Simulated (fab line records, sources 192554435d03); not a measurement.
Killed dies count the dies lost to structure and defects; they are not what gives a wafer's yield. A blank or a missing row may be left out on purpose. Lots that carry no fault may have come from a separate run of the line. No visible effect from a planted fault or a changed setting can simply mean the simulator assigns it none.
The same fault as seen by 2 desks ; flow n5-finfet ; numbers are kept per desk, each desk with only its own; the story behind them comes last

== AT THE METROLOGY DESK ==
What the gauges read, lot by lot, whatever tool the lot ran on: means of the sampled wafers that have a number. The brackets show how far a lot's mean lies from the usual mean; more than 4 standard deviations puts the lot out of limits, marked OUT. Of its 11 readings 7 are shown: those that lie furthest out on some lot.
Columns: A = DIBL_N at N5_BEOL_M4_RC_MEAS_101, usual 36.4 mV/V; B = DIBL_P at N5_BEOL_M4_RC_MEAS_101, usual 36.4 mV/V; C = IOFF_N at N5_BEOL_M4_RC_MEAS_101, usual 0.16 nA/um; D = IOFF_P at N5_BEOL_M4_RC_MEAS_101, usual 0.21 nA/um; E = ION_N at N5_BEOL_M4_RC_MEAS_101, usual 680 uA/um; F = SS_N at N5_BEOL_M4_RC_MEAS_101, usual 71.5 mV/dec; G = VT_N at N5_BEOL_M4_RC_MEAS_101, usual 249 mV
lot;first seen here;A;B;C;D;E;F;G
L354;day 5 07:47;35.4;37.2;0.16;0.19;673;71.7;250
L356;day 5 15:33;35.5;34.5;0.14;0.21;681;71.6;252
L360;day 6 14:29;36.4;34.8;0.15;0.21;678;71.8;247
L361;day 6 20:23;37.6;38.8;0.18;0.20;673;71.6;249
L363;day 7 12:08;36.9;36.1;0.17;0.23;689;71.7;246
L368;day 8 13:01;35.7;35.3;0.14;0.17;671;71.3;253
L371;day 9 12:08;39.6;40.3;0.25;0.28;702;72.4;242
L372;day 9 14:54;36.1;35.4;0.14;0.21;674;71.3;252
L373;day 9 22:33;36.4;36.4;0.16;0.23;678;71.7;249
This desk's verdict: no lot among the 9 shows anything out of limits.

== TOOL OWNER'S DESK, ald-metal-01 ==
The tool's own readings at N5_HKMG_FIN_ALD_36 (deposits TiN, target thk 1 nm, pulse time 1 s, purge time 3 s): means of the sampled wafers that have a number, for each lot that ran on this tool. The brackets show how far a lot's mean lies from the usual mean; more than 4 standard deviations puts the lot out of limits, marked OUT.
Columns: A = heater-power-w at N5_HKMG_FIN_ALD_36, usual 821 W; B = precursor-pulse-height-rel at N5_HKMG_FIN_ALD_36, usual 0.999; C = susceptor-temp-C at N5_HKMG_FIN_ALD_36, usual 399.99 C
lot;first seen here;A;B;C
L354;day 5 07:30;796;0.987;399.98
L356;day 5 15:16;910;1.009;400.15
L360;day 6 14:11;775;0.994;400.05
L361;day 6 20:06;651;0.999;385.56 (-69) OUT
L363;day 7 11:52;768;0.982;385.51 (-69) OUT
This desk's verdict: out of limits on L361, L363, starting with L361 at day 6 20:06 (susceptor-temp-C at N5_HKMG_FIN_ALD_36). L354, L356, L360: within limits.

== TAKEN TOGETHER ==
On L361, L363, at day 6 20:06, an alarm was possible from the tool owner's desk.
From the metrology desk's view, nothing was out of limits.
The metrology desk holds a record of L361, L363, inside its limits.
The lots listed all ran N5_HKMG_FIN_ALD_36 on ald-metal-01.

== WHAT THE SIMULATOR HAD INSERTED ==
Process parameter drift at N5_HKMG_FIN_ALD_36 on ald-metal-01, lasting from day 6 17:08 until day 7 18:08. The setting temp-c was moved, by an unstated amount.
Lots struck among those shown: L361, L363.
Each desk's first reading out of limits, in hours after the fault started: the tool owner's desk, 3.
